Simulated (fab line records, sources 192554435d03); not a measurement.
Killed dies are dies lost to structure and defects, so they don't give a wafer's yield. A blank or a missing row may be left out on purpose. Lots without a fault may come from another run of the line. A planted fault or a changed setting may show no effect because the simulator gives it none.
A struck lot beside a sound one | flow n5_finfet | 23 steps out of a route of 1938
Sound: wafers L700.3, L700.4, L700.6. Struck: wafers L701.3, L701.4, L701.6. The cause comes at the end.
At each step with rows: each side's tool, then ch and its chambers, then its first start. Under that, the readings that differ: sound wafers | struck wafers | difference of the means | sigmas: that difference in standard deviations of wafers without a fault.
alike: readings whose means differ by less than 2 such deviations, and words and numbers that are the same on both sides. not compared: withheld readings, readings that some wafer has no value for, bounds like >300 that may hide the same value, and numbers for which the record gives no deviation and whose values overlap.
The two part at a step that has a row with sigmas, a row that says differs or no value, or rows on one side only. Numbers that don't overlap but have no deviation are shown without sigmas and don't part them. A reading that every wafer of one side lacks parts them only if that side has two wafers or more.

first, 4 steps without rows for these wafers: N5_BEOL_M0_SAQP_DESCUM_19 (chemistry O2, time 7.9 s); N5_BEOL_M0_SAQP_ETCH_83 (etches SiARC in CF4, target depth 39 nm, time 65 s); N5_BEOL_M0_SAQP_ETCH_84 (etches SOC in N2/H2, target depth 100 nm, overetch 20 nm, time 150 s); N5_BEOL_M0_SAQP_STRIP_80 (strips in N2/H2).
N5_BEOL_M0_SAQP_HM_OPEN_112: chemistry CHF3/O2, target SiO2, stops on a-Si, target depth 12 nm, time 13.5 s.
  sound on rie_diel-02 ch 0,3, day 7 02:26; struck on rie_diel-02 ch 0,2, day 7 08:50
  alike: drypump_motor_current_A, oes_product_au, rf_vpp_V, showerhead_plenum_p_Torr, throttle_valve_pct
  not compared: rf_hours_counter_h
then, 1 step without rows for these wafers: N5_BEOL_M0_SAQP_STRIP_113 (strips in CHF3/O2).
N5_BEOL_M0_SAQP_MANDREL_ETCH_20: etches a-Si in HBr/Cl2, stops on SiNx, target depth 60 nm, bt time 10 s, time 30 s.
  sound on rie_si-03 ch 1,2,3, day 7 02:31; struck on rie_si-06 ch 0,1,3, day 7 08:55
  alike: drypump_motor_current_A, oes_product_au, throttle_valve_pct
  not compared: rf_hours_counter_h
N5_BEOL_M0_SAQP_STRIP_86: strips in N2/H2.
  sound on rie_diel-02 ch 0,2,3, day 7 02:37; struck on rie_diel-02 ch 0,2, day 7 09:01
  alike: bias_power_w, drypump_motor_current_A, oes_product_au, rf_vpp_V, showerhead_plenum_p_Torr, throttle_valve_pct
  not compared: rf_hours_counter_h
then, 2 steps without rows for these wafers: N5_BEOL_M0_SAQP_STRIP_115 (strips in post etch residue remover, time 60 s); N5_BEOL_M0_SAQP_SRD_93 (time 30 s).
N5_BEOL_M0_SAQP_RECESS_114: chemistry HF/NH3, target SiO2, target depth 14.4 nm, afs cycles 3, sublimation time 60 s.
  sound on vapor_etch-02 ch 0,1, day 7 02:52; struck on vapor_etch-01 ch 0,1, day 7 09:16
  alike: drypump_motor_current_A
then, 1 step without rows for these wafers: N5_BEOL_M0_SAQP_SPACER1_ALD_98 (deposits SiO2, target thk 12.8 nm, pulse time 1 s, purge time 2 s).
N5_BEOL_M0_SAQP_SPACER1_ETCHBACK_99: etches SiO2 in CHF3/O2, target depth 15.4 nm, time 7.7 s.
  sound on rie_diel-04 ch 0,2, day 7 03:36; struck on rie_diel-04 ch 0,1,3, day 7 10:43
  no value came back on the struck wafers for any of 7 readings (CHF3_flow_sccm (sccm), O2_flow_sccm (sccm) and others); on the sound wafers CHF3_flow_sccm (sccm) reads 50.40 49.91 49.69
  not compared: rf_hours_counter_h
N5_BEOL_M0_SAQP_MANDREL1_REMOVE_100: chemistry HBr/Cl2/O2, target a-Si, stops on SiNx, bt time 10 s.
  sound on rie_si-04 ch 2,3, day 7 03:41; struck on rie_si-06 ch 0,1, day 7 10:49
  reading               | sound             | struck            | difference | sigmas
  oes_product_au (a.u.) | 1.009 0.975 0.978 | 0.367 0.358 0.370 | -0.622     | -41
  alike: drypump_motor_current_A, throttle_valve_pct
  not compared: rf_hours_counter_h
N5_BEOL_M0_SAQP_CD_MEAS_25: target cd 13.1 nm.
  sound on cd_sem-02 ch 0, day 7 03:48; struck on cd_sem-01 ch 0, day 7 10:55
  reading    | sound             | struck | difference                    | sigmas
  cd_nm (nm) | 12.63 12.78 12.85 | - - -  | no value on the struck wafers |
N5_BEOL_M0_SAQP_ETCH_101: etches SiNx in CH3F/O2, target depth 29.9 nm, time 42.7 s.
  sound on rie_diel-04 ch 2,3, day 7 03:54; struck on rie_diel-02 ch 0,2,3, day 7 10:58
  reading               | sound          | struck         | difference | sigmas
  oes_product_au (a.u.) | 0.71 0.77 0.70 | 0.27 0.28 0.29 | -0.45      | -6
  alike: drypump_motor_current_A, rf_vpp_V, showerhead_plenum_p_Torr, throttle_valve_pct
  not compared: rf_hours_counter_h
N5_BEOL_M0_SAQP_ETCH_102: etches SiO2 in CF4, target depth 4 nm, time 4.4 s.
  sound on rie_si-06 ch 0,1,2, day 7 04:01; struck on rie_si-04 ch 0,1, day 7 11:04
  alike: cf4_flow_sccm, drypump_motor_current_A, oes_product_au, throttle_valve_pct
  not compared: rf_hours_counter_h
N5_BEOL_M0_SAQP_MANDREL_ETCH_103: etches a-Si in HBr/Cl2, stops on SiCN, target depth 45 nm, bt time 10 s, time 27 s.
  sound on rie_si-06 ch 0,1,2, day 7 04:02; struck on rie_si-04 ch 0,1, day 7 11:06
  reading                | sound             | struck            | difference | sigmas
  oes_product_au (a.u.)  | 0.676 0.683 0.680 | 0.281 0.287 0.286 | -0.395     | -36
  throttle_valve_pct (%) | 35.69 35.07 35.18 | 36.21 36.47 36.21 | +0.98      | +4
  alike: drypump_motor_current_A
  not compared: rf_hours_counter_h
then, 2 steps without rows for these wafers: N5_BEOL_M0_SAQP_RECESS_104 (chemistry HF/NH3, target SiO2, target depth 18 nm, afs cycles 3, sublimation time 60 s); N5_BEOL_M0_SAQP_COAT_105 (time 60 s, resist thk 100 nm).
N5_BEOL_M0_SAQP_ETCH_106: etches SOC in N2/H2, stops on SiNx, target depth 150 nm.
  sound on rie_diel-02 ch 0,2,3, day 7 04:34; struck on rie_diel-02 ch 1,2,3, day 7 11:38
  reading               | sound          | struck         | difference | sigmas
  oes_product_au (a.u.) | 0.71 0.75 0.74 | 0.38 0.27 0.29 | -0.42      | -5
  alike: drypump_motor_current_A, rf_vpp_V, showerhead_plenum_p_Torr, throttle_valve_pct
  not compared: rf_hours_counter_h
then, 1 step without rows for these wafers: N5_BEOL_M0_SAQP_ETCH_107 (etches SiNx in CH3F/O2, target depth 30 nm).
N5_BEOL_M4_RC_MEAS_101:
  the record has rows for the sound wafers here (prober-01 ch 0, day 10 19:11) and none for the struck ones

WHERE THEY PART
First at N5_BEOL_M0_SAQP_SPACER1_ETCHBACK_99; last, within this record, at N5_BEOL_M4_RC_MEAS_101.

WHY: what the simulator had put in
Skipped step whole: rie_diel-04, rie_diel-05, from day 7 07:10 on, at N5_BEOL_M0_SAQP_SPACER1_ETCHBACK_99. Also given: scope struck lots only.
